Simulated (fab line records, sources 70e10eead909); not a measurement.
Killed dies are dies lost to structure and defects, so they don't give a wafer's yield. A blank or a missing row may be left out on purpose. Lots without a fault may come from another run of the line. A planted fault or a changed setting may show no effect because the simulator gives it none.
Problem report in the 8D (eight disciplines) form, filled by code | flow nand_harc | the parts of the form that need people (team, actions taken, sign-off) are left out

1. THE PROBLEM
heater_power_total_W at NHARC_A_M0_SOFTBAKE_04 reads a mean of 195.57 W on 3 wafers of 2 lots; wafers without a fault read 188.45 W with a standard deviation of 0.13. That is +55 standard deviations from the usual mean.
The step: time 55 s.
First seen on wafer L798.3, day 23 00:00, on litho_track-04. The record holds 33 wafers of 11 lots with a number at this step. Rule for "out", or "out of limits": more than 4 standard deviations from the usual mean. The other wafers with a number count as sound.

2. WHAT IT IS AND WHAT IT IS NOT
question                    | is                     | is not
which readings at this step | heater_power_total_W   | resist_line_temp_C
which lots                  | L798, L804             | L781, L782, L783, L787, L788, L790, L791, L793, L794
which wafers of those lots  | L798.3, L798.5, L804.3 | L798.4, L804.1, L804.4
read on which tools         | litho_track-04         | litho_track-01, litho_track-06
when                        | from day 23 00:00      | up to then (28 sound wafers); but 2 sound wafers of L804 came after

3. SUSPECTS, AND WHAT RULES EACH OUT
Counting: a tool at a process step up to the reading stays a suspect if it ran every lot that is out. Sound lots after the first of them don't rule it out here, since some wafers of a struck lot are sound.
- rie_diel-04 at NHARC_A_BLC_ETCH_17 (etches the open film in N2/H2, target depth 390 nm, time 609.38 s): kept. It ran every lot that is out, first L798 (day 23 00:00); its last sound lot up to then is L791 (day 20 14:00). NHARC_A_BLC_ETCH_17 gives no start for some lots, so the hours and the order of its lots are those of NHARC_A_M0_SOFTBAKE_04.
- litho_track-04 at NHARC_A_M0_SOFTBAKE_04 (time 55 s): kept. It ran every lot that is out, first L798 (day 23 00:00); its last sound lot up to then is L791 (day 20 14:00). Its own readings are out on those wafers: heater_power_total_W.
Left after counting: rie_diel-04 at NHARC_A_BLC_ETCH_17, litho_track-04 at NHARC_A_M0_SOFTBAKE_04.

4. THE CAUSE (what the simulator had put in)
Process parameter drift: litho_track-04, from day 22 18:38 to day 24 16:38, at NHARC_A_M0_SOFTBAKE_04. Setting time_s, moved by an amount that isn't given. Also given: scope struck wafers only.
Counting left 2 suspects, and this tool is among them.

5. THE CHAIN OF EFFECTS, in route order
Each row: a reading whose mean over the struck wafers that have a number lies more than 3 standard deviations from the usual. Only readings for which the record gives a usual standard deviation are gone through. hours: the time from each lot's start at the first step in this table that gives one to its start at this step, as a median over the lots. sigmas: the change in usual standard deviations.
hours | step                   | reading              | usual    | on struck wafers | change | sigmas
0     | NHARC_A_M0_SOFTBAKE_04 | heater_power_total_W | 188.45 W | 195.57           | +7.12  | +55
The process steps in it:
- NHARC_A_M0_SOFTBAKE_04: time 55 s.

6. WHAT WOULD HAVE CAUGHT IT SOONER
In this record the first reading out of limits was taken at day 23 00:00, 5 hours after the fault began at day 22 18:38.
